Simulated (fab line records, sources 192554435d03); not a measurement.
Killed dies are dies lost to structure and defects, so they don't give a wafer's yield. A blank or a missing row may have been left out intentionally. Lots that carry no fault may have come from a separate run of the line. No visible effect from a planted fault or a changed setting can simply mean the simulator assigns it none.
Matching of chambers / flow n5_finfet / rie_diel-03 running N5_BEOL_M10_ETCH_66: 4 sister chambers
The step etches SOC in N2/H2, target depth 120 nm, overetch 24 nm, time 180 s. 4 wafers are shown with their chamber, then 9 later ones without.

== EACH WAFER AND ITS CHAMBER ==
wafer=L085.4; chamber=2; drypump_motor_current_A (A)=5.3
wafer=L088.5; chamber=1; drypump_motor_current_A (A)=6.3
wafer=L090.4; chamber=0; drypump_motor_current_A (A)=5.8
wafer=L090.5; chamber=3; drypump_motor_current_A (A)=5.5

== WAFERS WHOSE CHAMBER IS MISSING ==
wafer=L092.1; drypump_motor_current_A (A)=5.8
wafer=L092.4; drypump_motor_current_A (A)=5.4
wafer=L092.6; drypump_motor_current_A (A)=5.5
wafer=L096.4; drypump_motor_current_A (A)=6.4
wafer=L096.5; drypump_motor_current_A (A)=6.3
wafer=L096.6; drypump_motor_current_A (A)=5.8
wafer=L097.1; drypump_motor_current_A (A)=5.8
wafer=L097.4; drypump_motor_current_A (A)=5.3
wafer=L097.5; drypump_motor_current_A (A)=5.8

== CHAMBER TAKEN BY EACH ==
wafer=L092.1; from the rows above=0; in truth=0
wafer=L092.4; from the rows above=can't be placed: 3 or 2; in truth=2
wafer=L092.6; from the rows above=3; in truth=3
wafer=L096.4; from the rows above=1; in truth=1
wafer=L096.5; from the rows above=1; in truth=1
wafer=L096.6; from the rows above=0; in truth=0
wafer=L097.1; from the rows above=0; in truth=0
wafer=L097.4; from the rows above=2; in truth=2
wafer=L097.5; from the rows above=0; in truth=0
Placed correctly: 8 of 9. Can't be placed from these rows: 1 (the true chamber is among the candidates in 1). 0 placed wrongly.
How it was worked out, from the rows above alone: a wafer's distance from a chamber is the root of the sum, over the readings, of the square of ((its reading less the chamber's mean) divided by the reading's scatter). The wafer belongs to the nearest chamber; if the next one is less than 2 further off, it can't be placed. Each chamber's mean is taken over the wafers shown for it. The scatter (one wafer shown for each chamber): square how far every hidden wafer sits from the nearest shown wafer, average those squares and take the square root.
